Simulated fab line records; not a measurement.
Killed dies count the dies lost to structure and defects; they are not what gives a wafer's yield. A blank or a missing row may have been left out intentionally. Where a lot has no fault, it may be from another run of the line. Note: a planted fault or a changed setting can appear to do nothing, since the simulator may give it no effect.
2 desks, one fault / flow n5-finfet / every desk sees just its own numbers, and what lay behind them comes last

== FROM THE METROLOGY DESK ==
Lot by lot, what the gauges showed, no matter which tool ran the lot: averages of those sampled wafers that carry a number. Any lot whose mean is over 4 standard deviations away from the usual mean is out of limits and marked OUT; that distance is given in the brackets.
Columns: A = cd-nm at N5_GATE_CUT_CD_MEAS_13, usual 20.04 nm
lot=L937; first seen here=day 4 12:37; A=20.35
lot=L938; first seen here=day 4 21:06; A=20.06
lot=L940; first seen here=day 5 06:05; A=20.10
lot=L951; first seen here=day 7 22:36; A=20.26
lot=L952; first seen here=day 8 05:58; A=19.92
lot=L953; first seen here=day 8 15:26; A=19.98
lot=L954; first seen here=day 8 18:49; A=20.22
lot=L955; first seen here=day 9 00:37; A=19.87
lot=L956; first seen here=day 9 07:50; A=20.06
lot=L957; first seen here=day 9 15:49; A=19.94
This desk found nothing out of limits on any of the 10 lots.

== TOOL OWNER'S DESK, rie-metal-01 ==
The tool's own readings at N5_GATE_CUT_CUT_ETCH_54 (etches TiN in Cl2/BCl3, target depth 96.7 nm): means of the sampled wafers that have a number, for each lot that ran on this tool. Any lot whose mean is over 4 standard deviations away from the usual mean is out of limits and marked OUT; that distance is given in the brackets.
Columns: A = bcl3-flow-sccm at N5_GATE_CUT_CUT_ETCH_54, usual 21.74 sccm; B = bias-w at N5_GATE_CUT_CUT_ETCH_54, usual 126.0 W; C = drypump-motor-current-A at N5_GATE_CUT_CUT_ETCH_54, usual 5.4 A; D = etch-rf-on-time-s at N5_GATE_CUT_CUT_ETCH_54, usual 36.9 s; E = oes-product-au at N5_GATE_CUT_CUT_ETCH_54, usual 0.68 a.u.; F = throttle-valve-pct at N5_GATE_CUT_CUT_ETCH_54, usual 22.17 %
lot=L937; first seen here=day 4 13:12; A=21.79; B=125.8; C=5.0; D=37.0; E=0.71; F=22.17
lot=L940; first seen here=day 5 06:46; A=21.69; B=126.0; C=5.0; D=36.8; E=0.78; F=22.08
lot=L951; first seen here=day 7 23:11; A=21.72; B=127.9 (+5.1) OUT; C=5.0; D=37.1; E=0.69; F=22.18
lot=L952; first seen here=day 8 06:41; A=21.75; B=128.6 (+6.8) OUT; C=5.0; D=36.8; E=0.61; F=22.28
This desk's finding: out of limits on L951, L952; first on L951, day 7 23:11 (bias-w at N5_GATE_CUT_CUT_ETCH_54). Within limits: L937, L940.

== TAKEN TOGETHER ==
An alarm could have come from the tool owner's desk at day 7 23:11, on L951, L952.
Nothing out of limits was seen by the metrology desk.
The metrology desk has L951, L952 on record, within its limits.
Every lot named ran N5_GATE_CUT_CUT_ETCH_54 on rie-metal-01.

== WHAT THE SIMULATOR HAD PUT IN ==
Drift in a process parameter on rie-metal-01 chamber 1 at N5_GATE_CUT_CUT_ETCH_54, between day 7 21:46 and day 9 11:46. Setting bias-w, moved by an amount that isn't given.
Struck lots among those shown: L951, L952.
Delay in hours, fault start to first out-of-limits reading, by desk: the tool owner's desk at 1.
